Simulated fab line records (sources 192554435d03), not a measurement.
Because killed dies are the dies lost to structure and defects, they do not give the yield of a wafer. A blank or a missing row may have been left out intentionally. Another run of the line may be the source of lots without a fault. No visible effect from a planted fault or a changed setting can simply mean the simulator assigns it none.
A lot that was struck, set against a sound lot | flow n5 finfet | 14 out of 1938 route steps
Sound: the wafers L811.2, L811.3, L811.4. Struck: wafer L824.2; the same lot's L824.4 was not struck, so it is left out; see the end for the cause.
For every step that has rows: the tool of each side, followed by ch and its chambers, followed by its first start. Under that, the readings that differ: sound wafers | struck wafers | difference of the means | sigmas: that difference in standard deviations of wafers without a fault.
alike: words and numbers the same on both sides, and readings whose means are apart by under 2 such deviations; not compared: readings that were withheld, readings missing a value for some wafer, numbers with overlapping values and no deviation given by the record, and bounds like >300 which may hide the same value.
The two part at a step that has a row with sigmas, a row that says differs or no value, or rows on one side only. Numbers that don't overlap but have no deviation are shown without sigmas and don't part them. Lack of a reading on every wafer of one side parts them only where that side has two or more wafers.

first, 8 steps without rows for these wafers: N5_FIN_SAQP_COAT_49 (time 60 s, resist thk 100 nm); N5_FIN_SAQP_COAT_50 (time 60 s, resist thk 35 nm); N5_FIN_SAQP_COAT_10 (resist thk 90 nm); N5_FIN_SAQP_EBR_12; N5_FIN_SAQP_SOFTBAKE_11 (time 60 s); N5_FIN_SAQP_EXPOSE_13 (exposes mask FIN CORE, target cd 35.6 nm); N5_FIN_SAQP_PEB_14 (peb time 60 s); N5_FIN_SAQP_DEVELOP_15 (develop time 30 s).
N5_FIN_SAQP_CD_MEAS_16: the cd target is 35.6 nm.
  sound on cd sem-01 ch 0, day 3 22:05; struck on cd sem-02 ch 0, day 7 03:59
  alike: cd nm
N5_FIN_SAQP_OVL_MEAS_17:
  sound on overlay-01 ch 0, day 3 22:07; struck on overlay-02 ch 0, day 7 04:01
  reading           | sound       | struck | difference | sigmas
  FIN_CORE_OVL (nm) | 0.3 0.1 0.1 | -1.4   | -1.6       | -2
N5_FIN_SAQP_INSPECT_18: inspects for defects (brightfield).
  sound on defect inspect-01 at day 3 22:09; struck on defect inspect-01 at day 7 04:02
  alike: raw defect count
N5_FIN_SAQP_DESCUM_21: chemistry O2, time 7.9 s.
  sound on rie diel-03 ch 0,1,3, day 3 22:14; struck on rie diel-01 ch 1, day 7 04:04
  alike: drypump motor current A, oes product au, rf vpp V, showerhead plenum p Torr, throttle valve pct
  not compared: rf hours counter h
N5_FIN_SAQP_ETCH_51: etches SiARC in CF4, target depth 45.5 nm, time 75.8 s.
  sound on rie diel-03 ch 0,1,3, day 3 22:17; struck on rie diel-01 ch 1, day 7 04:07
  reading               | sound           | struck | difference | sigmas
  etch rf on time s (s) | 75.3 75.6 74.8  | 51.3   | -23.9      | -20
  mfc ar sccm (sccm)    | 99.6 100.2 99.7 | 99.1   | -0.7       | -2
  oes product au (a.u.) | 0.64 0.60 0.80  | 0.98   | +0.30      | +4
  alike: drypump motor current A, rf vpp V, showerhead plenum p Torr, throttle valve pct
  not compared: rf hours counter h
N5_FIN_SAQP_ETCH_52: etches SOC in N2/H2, target depth 100 nm, overetch 20 nm, time 150 s.
  sound on rie diel-03 ch 0,1,3, day 3 22:20; struck on rie diel-01 ch 1, day 7 04:10
  alike: drypump motor current A, oes product au, rf vpp V, showerhead plenum p Torr, throttle valve pct
  not compared: rf hours counter h

WHERE THEY PART
Last at N5_FIN_SAQP_ETCH_51 as far as this record goes, first at N5_FIN_SAQP_OVL_MEAS_17. Later steps at which nothing parts them and some readings are alike: N5_FIN_SAQP_ETCH_52.

WHY: what had been put in by the simulator
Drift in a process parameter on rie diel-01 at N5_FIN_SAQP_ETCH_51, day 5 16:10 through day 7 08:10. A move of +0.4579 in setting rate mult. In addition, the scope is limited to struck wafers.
